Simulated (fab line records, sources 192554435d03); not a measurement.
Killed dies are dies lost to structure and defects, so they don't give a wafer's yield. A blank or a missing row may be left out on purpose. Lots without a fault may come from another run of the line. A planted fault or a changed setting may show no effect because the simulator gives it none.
Split-lot experiment | flow n5_finfet | 7 lots, 21 wafers read, on a route of 1938 steps

THE SPLIT
At N5_BEOL_M14_PEB_26 (peb time 90 s), the setting peb_temp_c was moved away from the recipe's 130 C on 10 of the 21 wafers read, by -2.5% to +2.8%. The other wafers ran this setting at the recipe's value.

FROM THE SPLIT TO THE READING: what the file shows between them, 2 steps
- N5_BEOL_M14_DEVELOP_27: develop time 45 s
- N5_BEOL_M14_HARDBAKE_32: time 120 s

THE READING
cd_nm, in nm, at N5_BEOL_M14_CD_MEAS_28 (target cd 284.4 nm). Fault-free wafers of this fab line usually give 284.2 nm, standard deviation 1.7 nm.

wafer  | tool, chamber at the split | peb_temp_c as run, C | against the recipe | cd_nm, nm | against lot-mates on the recipe
L075.1 | litho_track-05, 0          | 128.2                | -1.4%              | 273.2     | -9.5
L075.3 | litho_track-05, 0          | 128.2                | -1.4%              | 272.8     | -9.9
L075.4 | litho_track-05, 0          | 130                  | recipe             | 282.7     | -
L079.1 | litho_track-05, 0          | 130                  | recipe             | 284.7     | -
L079.2 | litho_track-05, 0          | 128.8                | -0.9%              | 279.8     | -4.9
L079.5 | litho_track-05, 0          | 128.8                | -0.9%              | 280.0     | -4.7
L082.1 | litho_track-02, 0          | 130                  | recipe             | 281.9     | -
L082.3 | litho_track-02, 0          | 130                  | recipe             | 284.8     | -
L082.5 | litho_track-02, 0          | 130                  | recipe             | 283.7     | -
L083.1 | litho_track-01, 0          | 130                  | recipe             | 288.0     | -
L083.2 | litho_track-01, 0          | 128.6                | -1.1%              | 282.1     | -5.7
L083.4 | litho_track-01, 0          | 130                  | recipe             | 287.6     | -
L087.1 | litho_track-01, 0          | 130                  | recipe             | 282.8     | -
L087.4 | litho_track-01, 0          | 133.7                | +2.8%              | 300.0     | +17.2
L087.6 | litho_track-01, 0          | 133.7                | +2.8%              | 299.1     | +16.3
L096.1 | litho_track-05, 0          | 126.7                | -2.5%              | 265.9     | no lot-mate on the recipe
L096.5 | litho_track-05, 0          | 126.7                | -2.5%              | 267.0     | no lot-mate on the recipe
L096.6 | litho_track-05, 0          | 126.7                | -2.5%              | 265.4     | no lot-mate on the recipe
L097.1 | litho_track-05, 0          | 130                  | recipe             | 284.4     | -
L097.5 | litho_track-05, 0          | 130                  | recipe             | 282.5     | -
L097.6 | litho_track-05, 0          | 130                  | recipe             | 284.7     | -

THE FIT
A straight line over all 21 wafers: cd_nm changes by +6.24 nm for each +1% of peb_temp_c; r = +0.97; the points scatter about the line by 2.3 nm.
The same after taking each lot's own level away (the mean of its wafers on the recipe; 18 wafers): +5.99 nm for each +1%; r = +0.99; scatter 0.92 nm.
On that fit, the largest move of peb_temp_c shifts the reading by 17 nm.
The lots' own levels span 282.70 to 287.80 nm, that is 3.0 times the standard deviation above.
So the lot-to-lot level changes the slope little: the two slopes agree.
Check: with one of the wafers moved furthest among these (+2.8%) left out of the fit, the line predicts +16.8 nm for it against its lot-mates. It came out at +17.2 nm against them.

OTHER SPLITS ON THESE WAFERS
These wafers also went through other splits before the reading. Each is held against what the fit with the lots' levels taken away leaves over:
other split on the same wafers | wafers away from the commonest value | r with cd_nm (lot level and that fit taken away)
N5_BEOL_M9_HM_STRIP_39 time_s  | 15                                   | -0.01
N5_BEOL_M11_COAT_63 spin_rpm   | 4                                    | +0.22
N5_BEOL_M11_ETCH_66 time_s     | 6                                    | +0.09
N5_BEOL_M12_SPUTTER_43 power_w | 8                                    | -0.03
N5_BEOL_M12_SPUTTER_44 time_s  | 4                                    | +0.11
N5_BEOL_M13_SPUTTER_43 power_w | 6                                    | -0.04

THE WHOLE CHAIN: every reading that the file lists as answering this split, in the file's order
step                       | what it does                                                    | reading                                                         | change (the file's fit)              | r (the file's)
N5_BEOL_M14_CD_MEAS_28     | target cd 284.4 nm                                              | cd_nm                                                           | +5.96 nm for each +1% of the setting | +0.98
N5_BEOL_M14_DESCUM_33      | chemistry O2, time 7.9 s                                        | BEOL_M14.cd_nm (the simulator's own value, which no gauge read) | +5.96 nm for each +1% of the setting | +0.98
N5_BEOL_M14_ETCH_67        | etches SiARC in CF4, target depth 143 nm, time 238.3 s          | BEOL_M14.cd_nm (the simulator's own value, which no gauge read) | +5.94 nm for each +1% of the setting | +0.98
N5_BEOL_M14_ETCH_68        | etches SOC in N2/H2, time 450 s                                 | BEOL_M14.cd_nm (the simulator's own value, which no gauge read) | +6.67 nm for each +1% of the setting | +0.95
N5_BEOL_M14_TRENCH_ETCH_34 | etches SiO2 in C4F8/O2/Ar, target depth 556.65 nm, time 126.9 s | BEOL_M14.cd_nm (the simulator's own value, which no gauge read) | +6.62 nm for each +1% of the setting | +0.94

THE FILE'S OWN FIT
cd_nm changes by +5.96 nm for each +1% of peb_temp_c, r = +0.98.
